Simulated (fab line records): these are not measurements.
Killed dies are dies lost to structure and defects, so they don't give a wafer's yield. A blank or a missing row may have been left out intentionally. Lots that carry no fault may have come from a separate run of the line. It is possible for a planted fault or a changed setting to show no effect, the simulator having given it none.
The tool behind it: which one? || flow nand_harc || 6 lots, 16 wafers sampled, at 5 steps of a route of 1159

== WHAT THE GAUGES READ, wafer by wafer ==
NHARC_END_SORT_01.
{"lot": "L227", "measured": "day 19 15:46", "on": "prober-01", "killed_at_array": "13 8 16"}
{"lot": "L235", "measured": "day 21 20:13", "on": "prober-02", "killed_at_array": "20 12 17"}
{"lot": "L246", "measured": "day 23 23:31", "on": "prober-01", "killed_at_array": "36 30 36"}

== WHAT TOOL EACH LOT RAN ON (gives the tool, then ch and the chambers of the sampled wafers, and finally the start) ==
{"lot": "L227", "NHARC_A_SLIT_DESCUM_14": "rie_diel-09 ch 1,2,3, day 14 22:09", "NHARC_A_SLIT_STRIP_18": "rie_diel-07 ch 1,3, day 15 15:41 or earlier", "NHARC_A_WL_FILL_ETCHBACK_04": "rie_metal-01 ch 0,1, day 15 15:41", "NHARC_A_WL_FILL_STRIP_29": "rie_diel-01 ch 1,2,3, day 15 23:13"}
{"lot": "L228", "NHARC_A_SLIT_DESCUM_14": "rie_diel-07 ch 0,1,2, day 15 03:02", "NHARC_A_SLIT_STRIP_18": "rie_diel-09 ch 0,2,3, day 16 00:48 or earlier", "NHARC_A_WL_FILL_ETCHBACK_04": "rie_metal-02 ch 0,1, day 16 00:48", "NHARC_A_WL_FILL_STRIP_29": "rie_diel-01 ch 0,1,3, day 16 10:47"}
{"lot": "L235", "NHARC_A_SLIT_DESCUM_14": "rie_diel-04 ch 0,1,2, day 16 12:54", "NHARC_A_SLIT_STRIP_18": "rie_diel-04 ch 2,3, day 17 13:43 or earlier", "NHARC_A_WL_FILL_ETCHBACK_04": "rie_metal-02 ch 0, day 17 13:43", "NHARC_A_WL_FILL_STRIP_29": "rie_diel-01 ch 0,1,2, day 18 01:55"}
{"lot": "L241", "NHARC_A_SLIT_DESCUM_14": "rie_diel-04 ch 3, day 18 05:47", "NHARC_A_SLIT_STRIP_18": "rie_diel-09 ch 2, day 18 21:34 or earlier", "NHARC_A_WL_FILL_ETCHBACK_04": "rie_metal-02 ch 1, day 18 21:34", "NHARC_A_WL_FILL_STRIP_29": "rie_diel-10 ch 3, day 19 07:57"}
{"lot": "L246", "NHARC_A_SLIT_DESCUM_14": "rie_diel-07 ch 0,1,3, day 19 02:06", "NHARC_A_SLIT_STRIP_18": "rie_diel-07 ch 1,2,3, day 20 00:01 or earlier", "NHARC_A_WL_FILL_ETCHBACK_04": "rie_metal-01 ch 0,1, day 20 00:01", "NHARC_A_WL_FILL_STRIP_29": "rie_diel-11 ch 1,2, day 20 07:47"}
{"lot": "L249", "NHARC_A_SLIT_DESCUM_14": "rie_diel-09 ch 1,2, day 19 22:04", "NHARC_A_SLIT_STRIP_18": "rie_diel-07 ch 0,3, day 20 20:54 or earlier", "NHARC_A_WL_FILL_ETCHBACK_04": "rie_metal-03 ch 0,1, day 20 20:54", "NHARC_A_WL_FILL_STRIP_29": "rie_diel-10 ch 0,1,2, day 21 10:29"}
- NHARC_A_SLIT_DESCUM_14: chemistry O2, time 3 s.
- NHARC_A_SLIT_STRIP_18: strips in O2.
- NHARC_A_WL_FILL_ETCHBACK_04: etches the open film in NF3, target depth 60 nm, time 120 s.
- NHARC_A_WL_FILL_STRIP_29: strips in O2, time 20 s.

== THE ANSWER, worked out from the rows above alone ==
Rule: usual is defined by the lots themselves. The widest of any qualifying gaps counts: lots, ordered by their means at a reading, are off when they make up no more than a third of the lots, leave a main group of 4 or more, and stand apart from it by 3 or more times the standard deviation of that group's means. A main group whose means are all the same, to the digits that the tables above print for the reading, isn't used. Also off: a lot with no number at a reading for which 4 or more lots have one. Any other lot the step has rows for is counted as sound.
Across all readings shown, no lot is off: no conclusion can be drawn from this.

== WHAT HAD BEEN PUT IN BY THE SIMULATOR ==
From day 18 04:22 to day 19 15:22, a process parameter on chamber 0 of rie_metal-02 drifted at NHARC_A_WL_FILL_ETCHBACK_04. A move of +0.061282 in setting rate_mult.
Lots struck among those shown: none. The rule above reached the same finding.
